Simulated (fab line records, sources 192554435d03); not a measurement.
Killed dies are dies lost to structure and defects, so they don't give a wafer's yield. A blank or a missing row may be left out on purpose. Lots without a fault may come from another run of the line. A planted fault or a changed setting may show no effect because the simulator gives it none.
fab line records | flow n5_finfet
record lots=24 wafers=72 last_day=17
route steps=1938 shown MOL_CONTACT_COAG@608 BEOL_M0_SAQP@633
lots that met no fault: from a run of the same line without faults
start_h: hours from the record's first day to the start of the lot's first wafer shown | wait_h: hours since the lot's step before | " the same as in the row above | L1.1+2: a row that stands for several wafers | - no value, or no start given | * or withheld: withheld | < > ~ a bound
route shown NAME@n: a module of which the file shows steps, and the number in the route of the first | usual: mean/standard deviation of fault-free wafers | same: alike in all rows | chamber/n: place in a boat | sites: the reading at each site | _std_site: their standard deviation | _edge_site: outer sites' mean less inner sites' | radius_mm: how far each site lies from the wafer's centre | mask NAME#n: copy n | behind: the tool/chamber that last shaped the wafer | hold: why the lot was held/for how many hours/how that ended | device: the transistor (n, p or np) that didn't switch | end of line: the same wafers' tests at the end of the route | a step without rows: its recipe alone | killed: dies lost to structure and defects at the first sort, not the wafer's yield | map: a wafer's dies, x killed, . not, _ none there
set.NAME: the setting as run; set.NAME@STEP: as run at that earlier step | model.NAME: the simulator's own value behind a step, which no gauge read
steps of the route over a sample of lots; a table a step, a row a wafer
services: from which hour (start_h, from the record's first day; less than 0 if before it) a tool's chamber was out of use, for how many hours, and why
## steps
# step N5_MOL_CONTACT_COAG_ALD_133
# recipe material=SiO2 target_thk_a=50 temp_c=100 ald_precursor_family=BDEAS ald_co_reactant=O2-plasma pulse_time_s=1 co_reactant_pulse_time_s=1 purge_time_s=2 co_reactant_purge_time_s=2 ald_cycles=35 pressure_torr=2
# usual heater_power_w=76/7.2 precursor_pulse_height_rel=1.001/0.017
# columns lot.wafer tool chamber start_h wait_h heater_power_w precursor_pulse_height_rel
L074.1 ald_sin-02 3 99.67 0.1 75 0.986
L074.2 " 2 " " 75 0.981
L074.4 " 0 " " 73 0.994
L075.1 ald_sin-03 3 109.54 0.1 70 1.010
L075.3 " 1 " " 86 0.985
L075.4 " 0 " " 79 1.000
L076.2 ald_sin-03 0 113.05 0.1 77 1.025
L076.3 " 3 " " 67 1.008
L076.5 " 0 " " 76 0.988
L077.2 ald_sin-01 1 119.37 0.1 79 1.004
L077.5 " 2 " " 67 0.997
L077.6 " 3 " " 70 1.004
L078.1 ald_sin-02 1 123.99 0.1 83 0.996
L078.5 " 3 " " 75 0.980
L078.6 " 0 " " 74 1.003
L079.1 ald_sin-03 3 134.79 0.1 68 1.034
L079.3 " 2 " " 90 0.981
L079.4 " 1 " " 87 0.984
L080.3 ald_sin-03 2 139.52 0.1 90 1.053
L080.4 " 0 " " 77 0.989
L080.5 " 1 " " 89 1.008
L081.1 ald_sin-01 0 141.78 0.1 68 1.032
L081.5 " 2 " " 65 1.021
L081.6 " 1 " " 79 1.024
L082.3 ald_sin-03 1 146.47 0.1 87 1.036
L082.4 " 0 " " 78 1.024
L082.6 " 0 " " 76 0.978
L083.2 ald_sin-01 0 157.52 0.3 70 1.051
L083.4 " 3 " " 69 0.971
L083.5 " 3 " " 71 0.982
L084.2 ald_sin-01 1 162.94 0.1 79 1.038
L084.5 " 0 " " 72 0.987
L084.6 " 1 " " 80 0.982
L085.2 ald_sin-02 0 171.41 0.1 75 0.967
L085.3 " 2 " " 72 0.998
L085.4 " 3 " " 77 0.994
L086.1 ald_sin-03 2 179.64 0.1 90 0.998
L086.3 " 3 " " 69 1.019
L086.4 " 0 " " 77 0.985
L087.4 ald_sin-01 3 181.92 0.1 72 0.985
L087.5 " 1 " " 78 0.990
L087.6 " 2 " " 68 0.975
L088.3 ald_sin-02 1 186.61 0.1 84 0.998
L088.5 " 2 " " 75 0.969
L088.6 " 3 " " 78 1.009
L089.1 ald_sin-03 1 191.36 0.1 88 0.988
L089.3 " 3 " " 69 1.035
L089.4 " 2 " " 90 1.005
L090.1 ald_sin-02 2 197.46 0.1 75 1.016
L090.4 " 0 " " 75 1.002
L090.6 " 1 " " 84 0.976
L091.2 ald_sin-03 0 205.52 0.2 78 0.966
L091.3 " 3 " " 68 0.990
L091.5 " 2 " " 89 1.011
L092.4 ald_sin-02 1 208.87 0.1 84 1.005
L092.5 " 0 " " 74 0.999
L092.6 " 1 " " 86 1.002
L093.3 ald_sin-02 0 212.08 0.1 74 1.002
L093.4 " 2 " " 72 0.959
L093.5 " 0 " " 72 0.989
L094.1 ald_sin-02 3 222.41 0.1 77 1.008
L094.4 " 2 " " 75 0.991
L094.6 " 1 " " 84 1.026
L095.1 ald_sin-03 2 227.82 0.1 87 1.017
L095.3 " 3 " " 70 1.004
L095.4 " 1 " " 88 0.988
L096.1 ald_sin-01 3 234.40 0.1 70 0.990
L096.3 " 2 " " 68 1.012
L096.5 " 0 " " 71 1.000
L097.3 ald_sin-01 2 236.72 0.1 68 1.001
L097.4 " 3 " " 71 0.968
L097.6 " 0 " " 70 1.011
# step N5_MOL_CONTACT_COAG_ETCH_48
# recipe chemistry=C4F6/O2 target_depth_a=150 overetch_a=45 mask_material=SOC target=SiOC bias_w=465 pressure_mtorr=10 time_s=17 source_w=335 Ar_flow_sccm=300 C4F6_flow_sccm=10 O2_flow_sccm=10 ion_energy_ev=576
# usual C4F6_flow_sccm=10.003/0.027 drypump_motor_current_A=5.7/0.54 oes_product_au=0.63/0.062 rf_vpp_V=1590/35 showerhead_plenum_p_Torr=2.81/0.094 throttle_valve_pct=40.6/0.46
# columns lot.wafer tool chamber start_h wait_h C4F6_flow_sccm drypump_motor_current_A oes_product_au rf_hours_counter_h rf_vpp_V showerhead_plenum_p_Torr throttle_valve_pct
L074.1 rie_diel-04 2 100.08 0.0 9.971 4.9 0.63 179 1624 2.95 40.8
L074.2 " 0 " " 10.010 6.0 0.68 114 1571 2.97 40.6
L074.4 " 1 " " 10.015 5.8 0.78 12 1531 2.92 41.2
L075.1 rie_diel-06 2 110.06 0.0 10.013 5.6 0.90 0 1594 2.88 40.0
L075.3 " 3 " " 10.010 5.1 0.59 249 1598 2.79 40.5
L075.4 " 1 " " 10.012 5.6 0.61 161 1563 2.62 41.1
L076.2 rie_diel-05 2 113.45 0.0 10.000 6.5 0.66 104 1644 2.84 39.8
L076.3 " 0 " " 9.996 5.7 0.56 157 1605 2.82 40.7
L076.5 " 2 " " 10.066 6.5 0.65 - 1644 2.84 39.8
L077.2 rie_diel-05 0 119.77 0.0 9.983 5.7 0.60 159 1607 2.81 40.7
L077.5 " 2 " " 10.006 6.5 0.66 - 1642 2.84 39.8
L077.6 " 1 " " 9.960 6.1 0.59 - 1537 2.68 40.0
L078.1 rie_diel-04 1 124.42 0.0 9.981 5.8 0.74 21 1532 2.91 41.1
L078.5 " 0 " " 10.008 6.1 0.63 - 1574 2.97 40.6
L078.6 " 3 " " 9.966 4.9 0.60 - 1596 2.74 41.1
L079.1 rie_diel-06 3 135.20 0.0 9.975 5.1 0.82 2 1599 2.79 40.4
L079.3 " 2 " " 10.003 5.6 0.82 12 1593 2.87 40.0
L079.4 " 3 " " 10.003 5.1 0.77 - 1598 2.79 40.4
L080.3 rie_diel-05 1 139.93 0.0 10.018 6.1 0.63 184 1536 2.68 40.0
L080.4 " 3 " " 9.980 5.4 0.60 153 1616 2.84 40.8
L080.5 " 2 " " 10.021 6.5 0.68 - 1642 2.83 39.8
L081.1 rie_diel-05 0 142.19 0.0 9.977 5.8 0.60 168 1606 2.81 40.7
L081.5 " 1 " " 10.022 6.2 0.60 - 1535 2.68 40.0
L081.6 " 0 " " 9.980 5.8 0.62 - 1607 2.81 40.7
L082.3 rie_diel-06 1 146.88 0.0 10.021 5.6 0.58 176 1562 2.61 41.1
L082.4 " 2 " " 10.014 5.6 0.73 - 1594 2.87 40.0
L082.6 " 3 " " 10.054 5.1 0.74 - 1598 2.79 40.4
L083.2 rie_diel-06 0 157.93 0.0 10.008 6.4 0.57 238 1582 2.81 40.9
L083.4 " 1 " " 9.965 5.7 0.56 179 1563 2.61 41.1
L083.5 " 0 " " 10.011 6.4 0.53 - 1582 2.81 40.9
L084.2 rie_diel-04 3 163.34 0.0 10.012 4.9 0.62 153 1597 2.74 41.1
L084.5 " 2 " " 10.060 4.9 0.60 - 1624 2.94 40.8
L084.6 " 3 " " 10.000 4.9 0.57 - 1596 2.74 41.1
L085.2 rie_diel-04 3 171.93 0.0 10.058 4.9 0.58 157 1596 2.73 41.1
L085.3 " 1 " " 9.984 5.8 0.69 - 1531 2.90 41.1
L085.4 " 3 " " 9.985 4.9 0.58 - 1595 2.74 41.1
L086.1 rie_diel-05 2 180.05 0.0 9.998 6.5 0.65 128 1641 2.83 39.8
L086.3 " 3 " " 10.004 5.4 0.65 167 1614 2.84 40.9
L086.4 " 1 " " 10.028 6.1 0.62 199 1535 2.67 40.0
L087.4 rie_diel-05 2 182.33 0.0 10.016 6.5 0.65 129 1643 2.83 39.8
L087.5 " 1 " " 10.002 6.1 0.62 - 1535 2.67 40.0
L087.6 " 0 " " 10.000 5.7 0.59 - 1605 2.80 40.7
L088.3 rie_diel-04 1 187.02 0.0 10.032 5.8 0.74 47 1532 2.90 41.2
L088.5 " 2 " " 10.013 4.9 0.57 - 1623 2.94 40.7
L088.6 " 3 " " 9.988 4.9 0.61 - 1595 2.73 41.1
L089.1 rie_diel-05 2 191.82 0.0 10.029 6.5 0.66 132 1643 2.83 39.9
L089.3 " 0 " " 9.984 5.8 0.62 187 1606 2.80 40.7
L089.4 " 3 " " 10.022 5.4 0.65 170 1614 2.84 40.9
L090.1 rie_diel-06 0 197.87 0.0 10.040 6.4 0.53 248 1580 2.81 40.9
L090.4 " 1 " " 9.947 5.6 0.59 189 1564 2.61 41.2
L090.6 " 0 " " 9.933 6.4 0.50 - 1579 2.81 40.9
L091.2 rie_diel-05 1 205.93 0.0 10.008 6.1 0.62 209 1536 2.67 40.0
L091.3 " 2 " " 9.940 6.5 0.65 137 1643 2.82 39.9
L091.5 " 2 " " 9.979 6.5 0.68 - 1642 2.82 39.9
L092.4 rie_diel-04 3 209.36 0.0 10.031 4.9 0.58 169 1595 2.73 41.1
L092.5 " 1 " " 9.998 5.8 0.76 - 1530 2.89 41.2
L092.6 " 2 " " 10.004 4.9 0.61 - 1623 2.93 40.8
L093.3 rie_diel-04 2 212.48 0.0 9.995 4.9 0.56 216 1623 2.93 40.8
L093.4 " 0 " " 9.991 6.0 0.58 144 1574 2.96 40.6
L093.5 " 3 " " 9.977 4.9 0.57 - 1594 2.73 41.1
L094.1 rie_diel-05 0 222.81 0.0 10.027 5.8 0.61 197 1604 2.80 40.7
L094.4 " 2 " " 10.028 6.5 0.66 143 1643 2.82 39.9
L094.6 " 1 " " 10.019 6.1 0.57 - 1536 2.67 40.0
L095.1 rie_diel-04 1 228.60 0.0 9.991 5.8 0.68 63 1530 2.89 41.2
L095.3 " 3 " " 10.021 4.9 0.58 176 1595 2.73 41.1
L095.4 " 2 " " 10.006 4.9 0.59 222 1624 2.93 40.8
L096.1 rie_diel-05 1 234.80 0.0 9.938 6.1 0.56 219 1535 2.67 40.0
L096.3 " 3 " " 10.012 5.4 0.58 187 1613 2.83 40.9
L096.5 " 3 " " 10.001 5.4 0.61 - 1613 2.83 40.9
L097.3 rie_diel-05 1 237.33 0.0 10.006 6.1 0.60 221 1537 2.67 40.0
L097.4 " 3 " " 9.998 5.4 0.63 188 1613 2.83 40.9
L097.6 " 1 " " 9.962 6.1 0.60 - 1535 2.67 40.0
# step N5_BEOL_M0_SAQP_ILD_DEP_01
# recipe material=SiOC target_thk_a=454.19 temp_c=350 precursor=DEMS/O2 pressure_torr=5 rf_w=500 time_s=8.7
# usual heater_power_w=489/61 showerhead_plenum_p_Torr=5.699/0.016 throttle_valve_pct=11.9/0.53
# columns lot.wafer tool chamber start_h wait_h heater_power_w showerhead_plenum_p_Torr throttle_valve_pct
L074.1 pecvd-04 2 104.52 0.0 445 5.713 12.2
L074.2 " 1 " " 510 5.720 12.7
L074.4 " 0 " " 363 5.709 12.7
L075.1 pecvd-04 1 114.56 0.0 606 5.723 12.8
L075.3 " 2 " " 418 5.715 12.1
L075.4 " 1 " " 613 5.708 12.9
L076.2 pecvd-02 1 117.90 0.0 509 5.699 11.6
L076.3 " 0 " " 471 5.696 11.8
L076.5 " 2 " " 445 5.708 11.6
L077.2 pecvd-02 2 124.22 0.0 472 5.720 11.1
L077.5 " 0 " " 559 5.684 12.0
L077.6 " 1 " " 548 5.689 11.5
L078.1 pecvd-02 1 129.20 0.0 517 5.684 11.6
L078.5 " 0 " " 481 5.699 12.0
L078.6 " 2 " " 425 5.698 11.4
L079.1 pecvd-02 0 139.65 0.0 508 5.679 12.3
L079.3 " 1 " " 508 5.682 11.5
L079.4 " 1 " " 520 5.685 11.6
L080.3 pecvd-03 2 144.41 0.0 522 5.685 11.7
L080.4 " 2 " " 521 5.703 11.6
L080.5 " 0 " " 509 5.695 12.0
L081.1 pecvd-02 0 147.41 0.0 545 5.690 11.9
L081.5 " 2 " " 491 5.708 11.3
L081.6 " 0 " " 538 5.686 11.7
L082.3 pecvd-04 0 151.31 0.0 349 5.695 12.6
L082.4 " 2 " " 363 5.701 12.0
L082.6 " 0 " " 343 5.702 12.8
L083.2 pecvd-03 1 162.38 0.0 555 5.712 11.2
L083.4 " 1 " " 444 5.720 11.3
L083.5 " 2 " " 515 5.709 11.8
L084.2 pecvd-02 2 167.78 0.0 512 5.717 11.6
L084.5 " 2 " " 406 5.726 11.7
L084.6 " 0 " " 499 5.699 11.9
L085.2 pecvd-02 2 176.44 0.0 462 5.712 11.2
L085.3 " 0 " " 586 5.696 12.1
L085.4 " 1 " " 499 5.701 11.3
L086.1 pecvd-03 2 184.53 0.0 458 5.707 11.7
L086.3 " 1 " " 549 5.726 11.3
L086.4 " 0 " " 492 5.694 12.1
L087.4 pecvd-02 0 187.57 0.0 586 5.685 12.1
L087.5 " 0 " " 588 5.701 11.8
L087.6 " 2 " " 445 5.709 11.5
L088.3 pecvd-03 0 191.46 0.0 509 5.686 12.0
L088.5 " 1 " " 469 5.735 11.2
L088.6 " 0 " " 502 5.687 12.0
L089.1 pecvd-02 2 196.53 0.0 506 5.720 11.6
L089.3 " 1 " " 479 5.696 11.7
L089.4 " 2 " " 497 5.718 11.6
L090.1 pecvd-03 0 202.32 0.0 501 5.690 12.3
L090.4 " 1 " " 488 5.732 11.4
L090.6 " 0 " " 504 5.681 12.3
L091.2 pecvd-02 1 210.39 0.0 525 5.674 11.4
L091.3 " 2 " " 439 5.699 11.3
L091.5 " 0 " " 586 5.678 11.9
L092.4 pecvd-02 1 213.83 0.0 485 5.680 11.7
L092.5 " 2 " " 523 5.708 11.8
L092.6 " 0 " " 569 5.688 12.0
L093.3 pecvd-02 1 216.95 0.0 450 5.687 11.7
L093.4 " 2 " " 497 5.722 11.7
L093.5 " 1 " " 461 5.675 11.5
L094.1 pecvd-03 2 227.26 0.0 510 5.690 11.9
L094.4 " 2 " " 528 5.716 12.0
L094.6 " 0 " " 423 5.686 12.2
L095.1 pecvd-04 1 233.05 0.0 580 5.722 13.0
L095.3 " 2 " " 343 5.687 10.9
L095.4 " 0 " " 377 5.705 13.2
L096.1 pecvd-04 2 239.40 0.0 388 5.689 11.0
L096.3 " 0 " " 383 5.710 12.9
L096.5 " 0 " " 378 5.684 13.0
L097.3 pecvd-02 0 242.39 0.0 470 5.672 12.2
L097.4 " 2 " " 486 5.700 11.5
L097.6 " 0 " " 472 5.669 12.1
# step N5_BEOL_M0_SAQP_STRIP_86
# recipe chemistry=N2/H2 power_w=500 temp_c=40 pressure_mtorr=50 rf_frequency_hz=6e+07 overash_fraction=0.3 bias_power_w=28 h2_frac=0.5 n2_flow_sccm=300 h2_flow_sccm=300
# usual drypump_motor_current_A=5.6/0.5 oes_product_au=0.77/0.063 rf_vpp_V=122.0/1.4 showerhead_plenum_p_Torr=3.40/0.14 throttle_valve_pct=18.99/0.28
# columns lot.wafer tool chamber start_h wait_h drypump_motor_current_A oes_product_au rf_hours_counter_h rf_vpp_V showerhead_plenum_p_Torr throttle_valve_pct
L074.1 rie_diel-03 3 106.47 0.1 5.9 0.79 85 121.6 3.54 18.81
L074.2 " 1 " " 5.2 0.74 133 120.1 3.36 19.27
L074.4 " 2 " " 6.4 0.77 136 120.0 3.51 18.78
L075.1 rie_diel-02 1 117.40 0.1 4.9 0.71 185 121.3 3.20 18.43
L075.3 " 2 " " 6.1 0.80 93 120.7 3.11 19.04
L075.4 " 0 " " 5.3 0.76 151 121.8 3.38 19.43
L076.2 rie_diel-02 0 119.90 0.1 5.3 0.75 152 120.1 3.38 19.38
L076.3 " 1 " " 4.9 0.71 185 123.0 3.20 18.48
L076.5 " 3 " " 5.6 0.89 - 125.8 3.54 18.57
L077.2 rie_diel-02 0 126.36 0.1 5.3 0.76 153 120.1 3.38 19.42
L077.5 " 2 " " 6.1 0.80 - 121.8 3.11 19.03
L077.6 " 3 " " 5.6 0.88 - 125.1 3.54 18.60
L078.1 rie_diel-01 3 130.75 0.1 5.2 0.78 143 123.6 3.36 19.09
L078.5 " 0 " " 6.2 0.72 - 121.2 3.50 19.21
L078.6 " 3 " " 5.2 0.79 - 123.7 3.36 19.06
L079.1 rie_diel-01 3 141.48 0.1 5.2 0.77 146 120.8 3.36 19.12
L079.3 " 2 " " 4.8 0.97 7 123.8 3.58 18.74
L079.4 " 0 " " 6.2 0.71 177 122.5 3.49 19.24
L080.3 rie_diel-01 2 147.56 0.1 4.8 0.95 8 124.5 3.57 18.77
L080.4 " 0 " " 6.1 0.71 179 119.6 3.49 19.22
L080.5 " 2 " " 4.8 0.96 - 123.9 3.58 18.74
L081.1 rie_diel-03 1 149.24 0.1 5.2 0.75 146 122.9 3.35 19.29
L081.5 " 0 " " 5.4 0.75 - 120.5 3.33 18.90
L081.6 " 1 " " 5.2 0.75 - 122.0 3.35 19.27
L082.3 rie_diel-03 0 153.23 0.1 5.3 0.74 172 122.4 3.33 18.90
L082.4 " 1 " " 5.2 0.75 147 122.9 3.35 19.28
L082.6 " 2 " " 6.4 0.75 - 122.2 3.51 18.79
L083.2 rie_diel-03 1 164.40 0.1 5.2 0.75 150 121.6 3.35 19.31
L083.4 " 0 " " 5.3 0.73 174 121.8 3.33 18.92
L083.5 " 1 " " 5.2 0.75 - 121.8 3.35 19.27
L084.2 rie_diel-01 1 169.58 0.1 5.8 0.86 40 124.2 3.57 19.41
L084.5 " 1 " " 5.8 0.86 - 121.8 3.57 19.36
L084.6 " 2 " " 4.8 0.94 - 123.6 3.57 18.75
L085.2 rie_diel-03 0 177.78 0.1 5.3 0.73 178 119.7 3.33 18.93
L085.3 " 1 " " 5.2 0.74 153 122.0 3.35 19.30
L085.4 " 3 " " 5.9 0.78 108 119.2 3.52 18.85
L086.1 rie_diel-02 0 186.93 0.1 5.3 0.73 170 123.2 3.37 19.43
L086.3 " 2 " " 6.1 0.79 113 122.2 3.10 19.07
L086.4 " 1 " " 4.9 0.70 204 119.0 3.19 18.49
L087.4 rie_diel-03 3 189.56 0.1 5.9 0.77 111 121.7 3.52 18.85
L087.5 " 0 " " 5.3 0.74 - 122.2 3.33 18.92
L087.6 " 1 " " 5.2 0.74 - 122.2 3.34 19.29
L088.3 rie_diel-03 0 193.25 0.1 5.3 0.73 182 123.5 3.33 18.96
L088.5 " 1 " " 5.2 0.74 - 123.0 3.34 19.31
L088.6 " 0 " " 5.3 0.74 - 120.9 3.33 18.93
L089.1 rie_diel-02 2 197.87 0.1 6.1 0.79 115 118.7 3.10 19.08
L089.3 " 0 " " 5.3 0.75 174 122.2 3.37 19.43
L089.4 " 1 " " 4.9 0.71 207 118.1 3.18 18.46
L090.1 rie_diel-02 0 204.56 0.1 5.3 0.72 175 122.0 3.37 19.43
L090.4 " 1 " " 4.9 0.69 208 122.7 3.18 18.47
L090.6 " 1 " " 4.9 0.70 - 120.9 3.18 18.49
L091.2 rie_diel-03 1 212.25 0.1 5.2 0.73 163 120.7 3.34 19.31
L091.3 " 3 " " 5.8 0.77 116 120.5 3.52 18.87
L091.5 " 1 " " 5.2 0.73 - 123.7 3.34 19.29
L092.4 rie_diel-03 1 217.58 0.1 5.2 0.72 - 122.9 3.34 19.33
L092.5 " 3 " " 5.9 0.76 - 121.9 3.52 18.88
L092.6 " 2 " " 6.5 0.74 - 122.9 3.50 18.84
L093.3 rie_diel-03 1 219.31 0.1 5.2 0.74 164 122.0 3.34 19.33
L093.4 " 2 " " 6.5 0.74 - 123.0 3.50 18.85
L093.5 " 3 " " 5.9 0.77 - 122.2 3.52 18.85
L094.1 rie_diel-02 0 229.63 0.1 5.3 0.73 183 121.5 3.36 19.47
L094.4 " 2 " " 6.1 0.78 124 120.2 3.09 19.11
L094.6 " 2 " " 6.1 0.78 - 125.0 3.09 19.14
L095.1 rie_diel-01 0 235.13 0.1 6.2 0.69 204 123.8 3.48 19.25
L095.3 " 2 " " 4.8 0.89 34 123.0 3.56 18.82
L095.4 " 1 " " 5.8 0.83 53 122.5 3.57 19.40
L096.1 rie_diel-03 2 241.90 0.1 6.5 0.74 175 123.6 3.49 18.82
L096.3 " 3 " " 5.9 0.76 126 123.7 3.51 18.89
L096.5 " 1 " " 5.2 0.73 - 122.8 3.34 19.33
L097.3 rie_diel-03 1 245.19 0.1 5.2 0.72 173 120.9 3.34 19.33
L097.4 " 3 " " 5.8 0.75 127 124.3 3.51 18.92
L097.6 " 1 " " 5.2 0.73 - 121.6 3.34 19.35
# step N5_BEOL_M0_SAQP_RECESS_114
# recipe chemistry=HF/NH3 target=SiO2 target_depth_a=144 afs_cycles=3 temp_c=30 sublimation_temp_c=180 sublimation_time_s=60
# usual drypump_motor_current_A=5.6/0.66
# same sublimation_time_s=60
# columns lot.wafer tool chamber start_h wait_h drypump_motor_current_A
L074.1 vapor_etch-01 1 106.60 0.0 6.6
L074.2 " 0 " " 4.8
L074.4 " 0 " " 4.8
L075.1 vapor_etch-02 0 117.53 0.0 5.1
L075.3 " 0 " " 5.1
L075.4 " 1 " " 6.0
L076.2 vapor_etch-02 1 120.03 0.0 6.0
L076.3 " 1 " " 6.0
L076.5 " 1 " " 6.0
L077.2 vapor_etch-01 0 126.50 0.0 4.8
L077.5 " 1 " " 6.5
L077.6 " 0 " " 4.8
L078.1 vapor_etch-02 1 130.88 0.0 6.0
L078.5 " 1 " " 6.0
L078.6 " 0 " " 5.1
L079.1 vapor_etch-02 1 141.61 0.0 6.0
L079.3 " 0 " " 5.1
L079.4 " 1 " " 6.0
L080.3 vapor_etch-02 1 147.85 0.2 6.0
L080.4 " 0 " " 5.1
L080.5 " 0 " " 5.1
L081.1 vapor_etch-02 0 150.04 0.7 5.1
L081.5 " 0 " " 5.1
L081.6 " 1 " " 6.0
L082.3 vapor_etch-01 1 153.48 0.1 6.5
L082.4 " 0 " " 4.8
L082.6 " 1 " " 6.5
L083.2 vapor_etch-01 0 164.53 0.0 4.8
L083.4 " 1 " " 6.6
L083.5 " 0 " " 4.8
L084.2 vapor_etch-02 0 169.78 0.1 5.1
L084.5 " 1 " " 6.0
L084.6 " 0 " " 5.1
L085.2 vapor_etch-02 0 177.93 0.0 5.1
L085.3 " 1 " " 6.0
L085.4 " 0 " " 5.1
L086.1 vapor_etch-02 0 187.06 0.0 5.1
L086.3 " 0 " " 5.1
L086.4 " 1 " " 6.0
L087.4 vapor_etch-02 1 189.81 0.1 6.0
L087.5 " 0 " " 5.1
L087.6 " 1 " " 6.0
L088.3 vapor_etch-01 0 193.50 0.1 4.8
L088.5 " 1 " " 6.5
L088.6 " 0 " " 4.8
L089.1 vapor_etch-01 1 198.12 0.1 6.6
L089.3 " 0 " " 4.8
L089.4 " 1 " " 6.5
L090.1 vapor_etch-02 1 204.69 0.0 6.0
L090.4 " 0 " " 5.1
L090.6 " 1 " " 6.0
L091.2 vapor_etch-02 0 212.38 0.0 5.1
L091.3 " 0 " " 5.1
L091.5 " 0 " " 5.1
L092.4 vapor_etch-02 0 217.81 0.1 5.2
L092.5 " 0 " " 5.2
L092.6 " 1 " " 6.0
L093.3 vapor_etch-01 1 219.56 0.1 6.5
L093.4 " 0 " " 4.8
L093.5 " 1 " " 6.5
L094.1 vapor_etch-02 1 229.76 0.0 6.0
L094.4 " 0 " " 5.1
L094.6 " 0 " " 5.1
L095.1 vapor_etch-01 0 235.26 0.0 4.8
L095.3 " 1 " " 6.5
L095.4 " 0 " " 4.8
L096.1 vapor_etch-01 1 242.03 0.0 6.6
L096.3 " 1 " " 6.5
L096.5 " 1 " " 6.6
L097.3 vapor_etch-01 1 245.44 0.1 6.5
L097.4 " 0 " " 4.8
L097.6 " 0 " " 4.8
# step N5_BEOL_M0_SAQP_SPACER1_ALD_98
# recipe material=SiO2 target_thk_a=128 temp_c=300 ald_precursor_family=BDEAS ald_co_reactant=O2-plasma pulse_time_s=1 purge_time_s=2 co_reactant_purge_time_s=2 ald_cycles=138 pressure_torr=2
# usual heater_power_w=469/46 precursor_pulse_height_rel=1.001/0.021
# columns lot.wafer tool chamber start_h wait_h heater_power_w precursor_pulse_height_rel
L074.1 ald_sin-03 1 107.31 0.6 528 0.995
L074.2 " 0 " " 467 1.031
L074.4 " 2 " " 542 0.997
L075.1 ald_sin-03 3 117.91 0.3 415 1.046
L075.3 " 0 " " 469 1.011
L075.4 " 2 " " 530 1.007
L076.2 ald_sin-01 0 120.42 0.3 419 1.009
L076.3 " 2 " " 402 0.994
L076.5 " 0 " " 425 1.024
L077.2 ald_sin-04 3 126.88 0.3 478 1.032
L077.5 " 0 " " 548 0.995
L077.6 " 3 " " 488 0.991
L078.1 ald_sin-04 3 131.54 0.5 473 0.994
L078.5 " 3 " " 472 1.023
L078.6 " 2 " " 491 1.002
L079.1 ald_sin-01 1 142.12 0.3 475 1.039
L079.3 " 2 " " 404 0.998
L079.4 " 0 " " 414 1.020
L080.3 ald_sin-01 3 148.20 0.2 420 1.009
L080.4 " 2 " " 399 0.983
L080.5 " 3 " " 425 1.044
L081.1 ald_sin-04 2 150.54 0.3 485 1.027
L081.5 " 1 " " 482 1.021
L081.6 " 0 " " 553 0.967
L082.3 ald_sin-04 2 153.75 0.1 490 0.978
L082.4 " 3 " " 455 0.997
L082.6 " 2 " " 497 0.983
L083.2 ald_sin-04 2 164.91 0.3 493 1.019
L083.4 " 3 " " 470 1.010
L083.5 " 1 " " 500 1.008
L084.2 ald_sin-04 2 170.16 0.3 500 1.038
L084.5 " 0 " " 543 0.954
L084.6 " 1 " " 497 1.013
L085.2 ald_sin-01 3 178.72 0.7 426 1.004
L085.3 " 1 " " 461 1.019
L085.4 " 0 " " 433 0.959
L086.1 ald_sin-03 2 187.59 0.4 530 1.020
L086.3 " 0 " " 464 0.998
L086.4 " 1 " " 529 0.979
L087.4 ald_sin-01 2 190.86 0.9 408 1.029
L087.5 " 3 " " 431 1.012
L087.6 " 2 " " 406 0.969
L088.3 ald_sin-01 3 193.77 0.1 417 1.009
L088.5 " 0 " " 430 1.010
L088.6 " 3 " " 422 0.964
L089.1 ald_sin-03 1 198.50 0.3 517 1.030
L089.3 " 2 " " 543 0.995
L089.4 " 3 " " 425 1.018
L090.1 ald_sin-03 1 205.07 0.3 536 1.021
L090.4 " 2 " " 539 0.987
L090.6 " 1 " " 539 1.024
L091.2 ald_sin-03 2 212.76 0.3 546 0.995
L091.3 " 3 " " 412 1.035
L091.5 " 0 " " 477 0.985
L092.4 ald_sin-01 1 218.76 0.8 464 1.018
L092.5 " 3 " " 412 0.997
L092.6 " 2 " " 408 0.960
L093.3 ald_sin-04 0 219.83 0.1 546 1.006
L093.4 " 2 " " 479 0.976
L093.5 " 2 " " 483 1.003
L094.1 ald_sin-04 2 230.14 0.3 474 0.995
L094.4 " 3 " " 459 0.987
L094.6 " 0 " " 551 0.992
L095.1 ald_sin-01 0 235.65 0.3 415 0.973
L095.3 " 2 " " 397 1.026
L095.4 " 3 " " 425 0.978
L096.1 ald_sin-04 3 242.41 0.3 453 0.993
L096.3 " 0 " " 531 0.988
L096.5 " 3 " " 449 1.033
L097.3 ald_sin-03 1 245.93 0.4 532 0.955
L097.4 " 2 " " 534 0.996
L097.6 " 0 " " 465 1.005
## services
# columns tool chamber start_h hours kind
ald_sin-02 - 85.25 14.0 pm
rie_diel-05 1 93.73 1.5 repair
rie_diel-02 2 100.33 12.5 repair
rie_diel-05 - 130.49 0.3 repair
rie_diel-03 - 138.91 0.2 repair
ald_sin-04 1 141.33 2.9 repair
ald_sin-02 1 145.62 15.5 repair
rie_diel-03 2 153.41 8.3 repair
ald_sin-03 - 154.15 14.6 pm
ald_sin-04 1 155.26 4.3 repair
ald_sin-01 3 161.83 3.1 repair
rie_diel-04 0 167.03 32.6 repair
rie_diel-03 1 168.76 2.7 repair
ald_sin-02 - 171.60 0.4 repair
ald_sin-04 - 177.93 14.0 pm
rie_diel-04 3 191.39 5.6 repair
ald_sin-03 0 199.02 5.4 repair
rie_diel-03 0 215.28 6.4 repair
rie_diel-05 - 219.24 0.6 repair
ald_sin-01 - 221.64 1.3 repair
ald_sin-02 - 224.91 0.4 repair
pecvd-02 - 228.51 0.7 repair
ald_sin-01 1 233.76 3.6 repair
ald_sin-04 - 239.12 2.2 repair
## key
fault none
